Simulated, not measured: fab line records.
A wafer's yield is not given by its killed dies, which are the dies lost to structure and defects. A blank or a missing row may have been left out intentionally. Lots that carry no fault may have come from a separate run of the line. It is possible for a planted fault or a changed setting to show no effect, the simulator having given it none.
fab line records / flow n5-finfet / part 2 of 2: steps 27 to 37 of 37
record: lots: 5 wafers: 15 last-day: 16
route steps=1938 shown BEOL_M0@727 BEOL_M1@751
lots that met no fault: taken from a fault-free run of the same line
start-h: hours from the record's opening day to when the first of the lot's shown wafers began / wait-h: hours since the lot's step before / " identical to the entry in the row above / L1.1+2: several wafers, shown together as one row / - no value, or no start was given / * or withheld: withheld / < > ~ a bound
route shown NAME@n: a module of which the file shows steps, and the number in the route of the first / usual: mean/standard deviation of fault-free wafers / same: alike in all rows / chamber/n: place in a boat / sites: readings site by site / _std_site: the standard deviation of these / _edge_site: inner sites' mean taken away from outer sites' mean / radius-mm: for every site, how far away it sits from the centre of the wafer / mask NAME#n: copy n / behind: the tool/chamber that last shaped the wafer / hold: reason for holding the lot/hours on hold/outcome of the hold / device: the n, p or np transistor that did not switch / end of line: at the end of the route, the tests of the same wafers / a step given without rows: its recipe and nothing more / killed: dies lost to structure and defects at the first sort, not the wafer's yield / map: shows each die of a wafer: x if killed, . if not, _ if none is there
set.NAME: the setting as run; set.NAME@STEP: as run at that earlier step / model.NAME: the simulator's own value behind a step, which no gauge read
lots at selected steps of the route; one table per step, one row per wafer
services: a tool's chamber out of use, with start hour (start-h, from the record's first day; less than 0 if before it), hours out, and reason
== steps ==
step: N5_BEOL_M1_HM_DEP_02
recipe: material: TiN target-thk-a: 200 temp-c: 25 chamber-pressure-pa: 0.49996
usual: throttle-valve-pct: 29.7/0.92
lot.wafer=L078.4 tool=pvd-sputter-01 chamber=- start-h=147.02 wait-h=1.9 throttle-valve-pct=29.6
lot.wafer=L078.5 tool=pvd-sputter-01 chamber=- start-h=147.02 wait-h=1.9 throttle-valve-pct=30.2
lot.wafer=L078.6 tool=pvd-sputter-01 chamber=- start-h=147.02 wait-h=1.9 throttle-valve-pct=27.9
lot.wafer=L080.1 tool=pvd-sputter-03 chamber=- start-h=153.56 wait-h=1.8 throttle-valve-pct=28.7
lot.wafer=L080.4 tool=pvd-sputter-03 chamber=- start-h=153.56 wait-h=1.8 throttle-valve-pct=29.4
lot.wafer=L080.5 tool=pvd-sputter-03 chamber=- start-h=153.56 wait-h=1.8 throttle-valve-pct=28.5
lot.wafer=L086.3 tool=pvd-sputter-01 chamber=- start-h=199.42 wait-h=0.4 throttle-valve-pct=29.8
lot.wafer=L086.5 tool=pvd-sputter-01 chamber=- start-h=199.42 wait-h=0.4 throttle-valve-pct=29.7
lot.wafer=L086.6 tool=pvd-sputter-01 chamber=- start-h=199.42 wait-h=0.4 throttle-valve-pct=29.8
lot.wafer=L085.1 tool=pvd-sputter-01 chamber=- start-h=199.94 wait-h=0.6 throttle-valve-pct=29.7
lot.wafer=L085.2 tool=pvd-sputter-01 chamber=- start-h=199.94 wait-h=0.6 throttle-valve-pct=28.1
lot.wafer=L085.6 tool=pvd-sputter-01 chamber=- start-h=199.94 wait-h=0.6 throttle-valve-pct=29.6
lot.wafer=L092.3 tool=pvd-sputter-02 chamber=- start-h=228.51 wait-h=1.2 throttle-valve-pct=29.3
lot.wafer=L092.4 tool=pvd-sputter-02 chamber=- start-h=228.51 wait-h=1.2 throttle-valve-pct=31.2
lot.wafer=L092.6 tool=pvd-sputter-02 chamber=- start-h=228.51 wait-h=1.2 throttle-valve-pct=29.3
step: N5_BEOL_M1_COAT_61
recipe: resist: SOC temp-c: 250 time-s: 60 spin-rpm: 1500 resist-thk-nm: 60
usual: dispense-pressure-kPa: 53.0/1.6 heater-power-total-W: 500.5/1.9
lot.wafer=L078.4 tool=litho-track-04 chamber=0 start-h=147.15 wait-h=0.1 dispense-pressure-kPa=53.8 heater-power-total-W=497.5
lot.wafer=L078.5 tool=litho-track-04 chamber=0 start-h=147.15 wait-h=0.1 dispense-pressure-kPa=53.8 heater-power-total-W=497.3
lot.wafer=L078.6 tool=litho-track-04 chamber=0 start-h=147.15 wait-h=0.1 dispense-pressure-kPa=53.8 heater-power-total-W=500.1
lot.wafer=L080.1 tool=litho-track-01 chamber=0 start-h=153.69 wait-h=0.1 dispense-pressure-kPa=50.0 heater-power-total-W=498.3
lot.wafer=L080.4 tool=litho-track-01 chamber=0 start-h=153.69 wait-h=0.1 dispense-pressure-kPa=50.1 heater-power-total-W=499.1
lot.wafer=L080.5 tool=litho-track-01 chamber=0 start-h=153.69 wait-h=0.1 dispense-pressure-kPa=50.1 heater-power-total-W=503.3
lot.wafer=L086.3 tool=litho-track-01 chamber=0 start-h=199.55 wait-h=0.1 dispense-pressure-kPa=50.1 heater-power-total-W=498.3
lot.wafer=L086.5 tool=litho-track-01 chamber=0 start-h=199.55 wait-h=0.1 dispense-pressure-kPa=50.0 heater-power-total-W=502.8
lot.wafer=L086.6 tool=litho-track-01 chamber=0 start-h=199.55 wait-h=0.1 dispense-pressure-kPa=50.0 heater-power-total-W=497.6
lot.wafer=L085.1 tool=litho-track-03 chamber=0 start-h=200.07 wait-h=0.1 dispense-pressure-kPa=54.4 heater-power-total-W=499.6
lot.wafer=L085.2 tool=litho-track-03 chamber=0 start-h=200.07 wait-h=0.1 dispense-pressure-kPa=54.4 heater-power-total-W=502.0
lot.wafer=L085.6 tool=litho-track-03 chamber=0 start-h=200.07 wait-h=0.1 dispense-pressure-kPa=54.3 heater-power-total-W=501.9
lot.wafer=L092.3 tool=litho-track-04 chamber=0 start-h=228.63 wait-h=0.1 dispense-pressure-kPa=53.6 heater-power-total-W=499.5
lot.wafer=L092.4 tool=litho-track-04 chamber=0 start-h=228.63 wait-h=0.1 dispense-pressure-kPa=53.6 heater-power-total-W=502.3
lot.wafer=L092.6 tool=litho-track-04 chamber=0 start-h=228.63 wait-h=0.1 dispense-pressure-kPa=53.6 heater-power-total-W=500.9
step: N5_BEOL_M1_COAT_62
recipe: resist: SiARC temp-c: 220 time-s: 60 spin-rpm: 1500 resist-thk-nm: 12
usual: dispense-pressure-kPa: 53.0/1.6 heater-power-total-W: 427.3/2.1
lot.wafer=L078.4 tool=litho-track-04 chamber=0 start-h=- wait-h=- dispense-pressure-kPa=53.7 heater-power-total-W=425.6
lot.wafer=L078.5 tool=litho-track-04 chamber=0 start-h=- wait-h=- dispense-pressure-kPa=53.6 heater-power-total-W=429.6
lot.wafer=L078.6 tool=litho-track-04 chamber=0 start-h=- wait-h=- dispense-pressure-kPa=53.6 heater-power-total-W=430.0
lot.wafer=L080.1 tool=litho-track-01 chamber=0 start-h=- wait-h=- dispense-pressure-kPa=49.9 heater-power-total-W=425.2
lot.wafer=L080.4 tool=litho-track-01 chamber=0 start-h=- wait-h=- dispense-pressure-kPa=49.9 heater-power-total-W=429.2
lot.wafer=L080.5 tool=litho-track-01 chamber=0 start-h=- wait-h=- dispense-pressure-kPa=49.9 heater-power-total-W=427.6
lot.wafer=L086.3 tool=litho-track-01 chamber=0 start-h=- wait-h=- dispense-pressure-kPa=50.0 heater-power-total-W=427.6
lot.wafer=L086.5 tool=litho-track-01 chamber=0 start-h=- wait-h=- dispense-pressure-kPa=50.0 heater-power-total-W=429.3
lot.wafer=L086.6 tool=litho-track-01 chamber=0 start-h=- wait-h=- dispense-pressure-kPa=50.0 heater-power-total-W=428.9
lot.wafer=L085.1 tool=litho-track-03 chamber=0 start-h=- wait-h=- dispense-pressure-kPa=54.3 heater-power-total-W=430.7
lot.wafer=L085.2 tool=litho-track-03 chamber=0 start-h=- wait-h=- dispense-pressure-kPa=54.3 heater-power-total-W=428.8
lot.wafer=L085.6 tool=litho-track-03 chamber=0 start-h=- wait-h=- dispense-pressure-kPa=54.2 heater-power-total-W=428.0
lot.wafer=L092.3 tool=litho-track-04 chamber=0 start-h=- wait-h=- dispense-pressure-kPa=53.6 heater-power-total-W=430.4
lot.wafer=L092.4 tool=litho-track-04 chamber=0 start-h=- wait-h=- dispense-pressure-kPa=53.6 heater-power-total-W=428.4
lot.wafer=L092.6 tool=litho-track-04 chamber=0 start-h=- wait-h=- dispense-pressure-kPa=53.6 heater-power-total-W=426.8
step: N5_BEOL_M1_COAT_73
recipe: resist: underlayer temp-c: 205 time-s: 60 spin-rpm: 1500 resist-thk-nm: 5
usual: dispense-pressure-kPa: 53.0/1.6 heater-power-total-W: 391.7/1.4
lot.wafer=L078.4 tool=litho-track-04 chamber=0 start-h=- wait-h=- dispense-pressure-kPa=53.7 heater-power-total-W=394.0
lot.wafer=L078.5 tool=litho-track-04 chamber=0 start-h=- wait-h=- dispense-pressure-kPa=53.7 heater-power-total-W=390.1
lot.wafer=L078.6 tool=litho-track-04 chamber=0 start-h=- wait-h=- dispense-pressure-kPa=53.7 heater-power-total-W=392.7
lot.wafer=L080.1 tool=litho-track-01 chamber=0 start-h=- wait-h=- dispense-pressure-kPa=50.0 heater-power-total-W=391.7
lot.wafer=L080.4 tool=litho-track-01 chamber=0 start-h=- wait-h=- dispense-pressure-kPa=50.0 heater-power-total-W=392.5
lot.wafer=L080.5 tool=litho-track-01 chamber=0 start-h=- wait-h=- dispense-pressure-kPa=50.0 heater-power-total-W=393.7
lot.wafer=L086.3 tool=litho-track-01 chamber=0 start-h=- wait-h=- dispense-pressure-kPa=50.0 heater-power-total-W=390.8
lot.wafer=L086.5 tool=litho-track-01 chamber=0 start-h=- wait-h=- dispense-pressure-kPa=50.1 heater-power-total-W=392.8
lot.wafer=L086.6 tool=litho-track-01 chamber=0 start-h=- wait-h=- dispense-pressure-kPa=50.1 heater-power-total-W=391.8
lot.wafer=L085.1 tool=litho-track-03 chamber=0 start-h=- wait-h=- dispense-pressure-kPa=54.3 heater-power-total-W=392.0
lot.wafer=L085.2 tool=litho-track-03 chamber=0 start-h=- wait-h=- dispense-pressure-kPa=54.3 heater-power-total-W=390.4
lot.wafer=L085.6 tool=litho-track-03 chamber=0 start-h=- wait-h=- dispense-pressure-kPa=54.3 heater-power-total-W=391.7
lot.wafer=L092.3 tool=litho-track-04 chamber=0 start-h=- wait-h=- dispense-pressure-kPa=53.6 heater-power-total-W=392.6
lot.wafer=L092.4 tool=litho-track-04 chamber=0 start-h=- wait-h=- dispense-pressure-kPa=53.7 heater-power-total-W=392.8
lot.wafer=L092.6 tool=litho-track-04 chamber=0 start-h=- wait-h=- dispense-pressure-kPa=53.6 heater-power-total-W=391.0
step: N5_BEOL_M1_COAT_05
recipe: resist: CAR-EUV spin-rpm: 1500 resist-thk-nm: 30
usual: dispense-pressure-kPa: 53.1/1.6
lot.wafer=L078.4 tool=litho-track-04 chamber=0 start-h=- wait-h=- dispense-pressure-kPa=53.8
lot.wafer=L078.5 tool=litho-track-04 chamber=0 start-h=- wait-h=- dispense-pressure-kPa=53.7
lot.wafer=L078.6 tool=litho-track-04 chamber=0 start-h=- wait-h=- dispense-pressure-kPa=53.7
lot.wafer=L080.1 tool=litho-track-01 chamber=0 start-h=- wait-h=- dispense-pressure-kPa=50.0
lot.wafer=L080.4 tool=litho-track-01 chamber=0 start-h=- wait-h=- dispense-pressure-kPa=50.0
lot.wafer=L080.5 tool=litho-track-01 chamber=0 start-h=- wait-h=- dispense-pressure-kPa=50.0
lot.wafer=L086.3 tool=litho-track-01 chamber=0 start-h=- wait-h=- dispense-pressure-kPa=50.0
lot.wafer=L086.5 tool=litho-track-01 chamber=0 start-h=- wait-h=- dispense-pressure-kPa=50.0
lot.wafer=L086.6 tool=litho-track-01 chamber=0 start-h=- wait-h=- dispense-pressure-kPa=50.0
lot.wafer=L085.1 tool=litho-track-03 chamber=0 start-h=- wait-h=- dispense-pressure-kPa=54.4
lot.wafer=L085.2 tool=litho-track-03 chamber=0 start-h=- wait-h=- dispense-pressure-kPa=54.3
lot.wafer=L085.6 tool=litho-track-03 chamber=0 start-h=- wait-h=- dispense-pressure-kPa=54.4
lot.wafer=L092.3 tool=litho-track-04 chamber=0 start-h=- wait-h=- dispense-pressure-kPa=53.8
lot.wafer=L092.4 tool=litho-track-04 chamber=0 start-h=- wait-h=- dispense-pressure-kPa=53.8
lot.wafer=L092.6 tool=litho-track-04 chamber=0 start-h=- wait-h=- dispense-pressure-kPa=53.7
step: N5_BEOL_M1_EBR_07
recipe: solvent: PGMEA ebr-width-mm: 1.5
lot.wafer=L078.4+5+6 tool=litho-track-04 chamber=0 start-h=- wait-h=-
lot.wafer=L080.1+4+5 tool=litho-track-01 chamber=0 start-h=- wait-h=-
lot.wafer=L086.3+5+6 tool=litho-track-01 chamber=0 start-h=- wait-h=-
lot.wafer=L085.1+2+6 tool=litho-track-03 chamber=0 start-h=- wait-h=-
lot.wafer=L092.3+4+6 tool=litho-track-04 chamber=0 start-h=- wait-h=-
step: N5_BEOL_M1_SOFTBAKE_06
recipe: temp-c: 110 time-s: 60 resist: CAR-EUV
usual: heater-power-total-W: 175.4/1.6
lot.wafer=L078.4 tool=litho-track-04 chamber=0 start-h=- wait-h=- heater-power-total-W=177.6
lot.wafer=L078.5 tool=litho-track-04 chamber=0 start-h=- wait-h=- heater-power-total-W=174.2
lot.wafer=L078.6 tool=litho-track-04 chamber=0 start-h=- wait-h=- heater-power-total-W=173.3
lot.wafer=L080.1 tool=litho-track-01 chamber=0 start-h=- wait-h=- heater-power-total-W=177.4
lot.wafer=L080.4 tool=litho-track-01 chamber=0 start-h=- wait-h=- heater-power-total-W=177.0
lot.wafer=L080.5 tool=litho-track-01 chamber=0 start-h=- wait-h=- heater-power-total-W=177.6
lot.wafer=L086.3 tool=litho-track-01 chamber=0 start-h=- wait-h=- heater-power-total-W=177.6
lot.wafer=L086.5 tool=litho-track-01 chamber=0 start-h=- wait-h=- heater-power-total-W=173.8
lot.wafer=L086.6 tool=litho-track-01 chamber=0 start-h=- wait-h=- heater-power-total-W=173.5
lot.wafer=L085.1 tool=litho-track-03 chamber=0 start-h=- wait-h=- heater-power-total-W=173.1
lot.wafer=L085.2 tool=litho-track-03 chamber=0 start-h=- wait-h=- heater-power-total-W=174.3
lot.wafer=L085.6 tool=litho-track-03 chamber=0 start-h=- wait-h=- heater-power-total-W=175.9
lot.wafer=L092.3 tool=litho-track-04 chamber=0 start-h=- wait-h=- heater-power-total-W=173.4
lot.wafer=L092.4 tool=litho-track-04 chamber=0 start-h=- wait-h=- heater-power-total-W=173.3
lot.wafer=L092.6 tool=litho-track-04 chamber=0 start-h=- wait-h=- heater-power-total-W=173.0
step: N5_BEOL_M1_EXPOSE_08
recipe: mask-id: M1 na: 0.33 source-shape: dipole sigma-inner: 0.369 sigma-outer: 0.767 polarization: unpolarized dose-mj: 33
lot.wafer=L078.4+5+6 tool=euv-scanner-02 chamber=0 start-h=147.43 wait-h=- mask=M1#0
lot.wafer=L080.1+4+5 tool=euv-scanner-01 chamber=0 start-h=153.97 wait-h=- mask=M1#0
lot.wafer=L086.3+5+6 tool=euv-scanner-01 chamber=0 start-h=199.70 wait-h=- mask=M1#0
lot.wafer=L085.1+2+6 tool=euv-scanner-01 chamber=0 start-h=200.21 wait-h=- mask=M1#0
lot.wafer=L092.3+4+6 tool=euv-scanner-01 chamber=0 start-h=228.91 wait-h=- mask=M1#0
step: N5_BEOL_M1_PEB_09
recipe: peb-temp-c: 100 peb-time-s: 60 resist: CAR-EUV
usual: heater-power-total-W: 154.3/1.1
lot.wafer=L078.4 tool=litho-track-03 chamber=0 start-h=147.47 wait-h=0.0 heater-power-total-W=152.6
lot.wafer=L078.5 tool=litho-track-03 chamber=0 start-h=147.47 wait-h=0.0 heater-power-total-W=152.7
lot.wafer=L078.6 tool=litho-track-03 chamber=0 start-h=147.47 wait-h=0.0 heater-power-total-W=155.5
lot.wafer=L080.1 tool=litho-track-01 chamber=0 start-h=154.03 wait-h=0.1 heater-power-total-W=154.4
lot.wafer=L080.4 tool=litho-track-01 chamber=0 start-h=154.03 wait-h=0.1 heater-power-total-W=154.1
lot.wafer=L080.5 tool=litho-track-01 chamber=0 start-h=154.03 wait-h=0.1 heater-power-total-W=155.3
lot.wafer=L086.3 tool=litho-track-03 chamber=0 start-h=199.75 wait-h=0.0 heater-power-total-W=152.8
lot.wafer=L086.5 tool=litho-track-03 chamber=0 start-h=199.75 wait-h=0.0 heater-power-total-W=154.9
lot.wafer=L086.6 tool=litho-track-03 chamber=0 start-h=199.75 wait-h=0.0 heater-power-total-W=153.6
lot.wafer=L085.1 tool=litho-track-01 chamber=0 start-h=200.27 wait-h=0.1 heater-power-total-W=152.4
lot.wafer=L085.2 tool=litho-track-01 chamber=0 start-h=200.27 wait-h=0.1 heater-power-total-W=153.8
lot.wafer=L085.6 tool=litho-track-01 chamber=0 start-h=200.27 wait-h=0.1 heater-power-total-W=154.3
lot.wafer=L092.3 tool=litho-track-04 chamber=0 start-h=228.96 wait-h=0.0 heater-power-total-W=153.3
lot.wafer=L092.4 tool=litho-track-04 chamber=0 start-h=228.96 wait-h=0.0 heater-power-total-W=154.8
lot.wafer=L092.6 tool=litho-track-04 chamber=0 start-h=228.96 wait-h=0.0 heater-power-total-W=153.3
step: N5_BEOL_M1_DEVELOP_10
recipe: develop-time-s: 30 developer: TMAH resist: CAR-EUV rinse-liquid: surfactant-rinse dry: air-spin dev-temp-c: 23
lot.wafer=L078.4+5+6 tool=litho-track-03 chamber=0 start-h=- wait-h=-
lot.wafer=L080.1+4+5 tool=litho-track-01 chamber=0 start-h=- wait-h=-
lot.wafer=L086.3+5+6 tool=litho-track-03 chamber=0 start-h=- wait-h=-
lot.wafer=L085.1+2+6 tool=litho-track-01 chamber=0 start-h=- wait-h=-
lot.wafer=L092.3+4+6 tool=litho-track-04 chamber=0 start-h=- wait-h=-
step: N5_BEOL_M1_CD_MEAS_11
recipe: target-cd-nm: 17.05 landing-energy-ev: 500 detector: se-inlens polarity: opening
usual: cd-nm: 17.05/0.24
lot.wafer=L078.4 tool=cd-sem-02 chamber=0 start-h=147.54 wait-h=- cd-nm=16.88
lot.wafer=L078.5 tool=cd-sem-02 chamber=0 start-h=147.54 wait-h=- cd-nm=17.40
lot.wafer=L078.6 tool=cd-sem-02 chamber=0 start-h=147.54 wait-h=- cd-nm=16.93
lot.wafer=L080.1 tool=cd-sem-01 chamber=0 start-h=154.09 wait-h=- cd-nm=17.15
lot.wafer=L080.4 tool=cd-sem-01 chamber=0 start-h=154.09 wait-h=- cd-nm=16.97
lot.wafer=L080.5 tool=cd-sem-01 chamber=0 start-h=154.09 wait-h=- cd-nm=16.93
lot.wafer=L086.3 tool=cd-sem-03 chamber=0 start-h=199.82 wait-h=- cd-nm=16.86
lot.wafer=L086.5 tool=cd-sem-03 chamber=0 start-h=199.82 wait-h=- cd-nm=17.57
lot.wafer=L086.6 tool=cd-sem-03 chamber=0 start-h=199.82 wait-h=- cd-nm=17.50
lot.wafer=L085.1 tool=cd-sem-01 chamber=0 start-h=200.34 wait-h=- cd-nm=17.32
lot.wafer=L085.2 tool=cd-sem-01 chamber=0 start-h=200.34 wait-h=- cd-nm=17.03
lot.wafer=L085.6 tool=cd-sem-01 chamber=0 start-h=200.34 wait-h=- cd-nm=17.28
lot.wafer=L092.3 tool=cd-sem-02 chamber=0 start-h=229.03 wait-h=- cd-nm=17.15
lot.wafer=L092.4 tool=cd-sem-02 chamber=0 start-h=229.03 wait-h=- cd-nm=17.02
lot.wafer=L092.6 tool=cd-sem-02 chamber=0 start-h=229.03 wait-h=- cd-nm=16.97
== services ==
tool=pecvd-04 chamber=1 start-h=121.37 hours=3.7 kind=repair
tool=euv-scanner-02 chamber=- start-h=122.12 hours=1.0 kind=pm
tool=euv-scanner-02 chamber=- start-h=126.45 hours=2.4 kind=repair
tool=euv-scanner-01 chamber=- start-h=143.05 hours=0.3 kind=repair
tool=pecvd-02 chamber=1 start-h=153.69 hours=6.7 kind=repair
tool=pvd-sputter-01 chamber=- start-h=157.09 hours=9.9 kind=repair
tool=wet-bench-02 chamber=- start-h=158.65 hours=4.3 kind=repair
tool=pecvd-01 chamber=- start-h=167.15 hours=7.7 kind=repair
tool=euv-scanner-01 chamber=- start-h=168.83 hours=1.0 kind=pm
tool=ald-metal-02 chamber=- start-h=169.20 hours=0.7 kind=repair
tool=euv-scanner-02 chamber=- start-h=172.76 hours=1.0 kind=pm
tool=pecvd-03 chamber=0 start-h=184.91 hours=1.8 kind=repair
tool=cmp-04 chamber=- start-h=198.53 hours=0.2 kind=repair
tool=cmp-02 chamber=- start-h=200.12 hours=5.6 kind=pm
tool=cmp-03 chamber=- start-h=200.63 hours=2.1 kind=repair
tool=ald-metal-01 chamber=1 start-h=202.78 hours=8.2 kind=repair
tool=euv-scanner-01 chamber=- start-h=209.03 hours=4.6 kind=pm
tool=cvd-co-02 chamber=- start-h=218.36 hours=0.3 kind=repair
tool=euv-scanner-01 chamber=- start-h=219.87 hours=2.0 kind=repair
tool=pecvd-02 chamber=1 start-h=220.64 hours=5.0 kind=repair
tool=cmp-02 chamber=- start-h=224.03 hours=4.0 kind=pm
tool=cmp-03 chamber=- start-h=224.29 hours=4.0 kind=pm
tool=euv-scanner-01 chamber=- start-h=224.98 hours=1.0 kind=pm
tool=euv-scanner-02 chamber=- start-h=228.91 hours=1.0 kind=pm
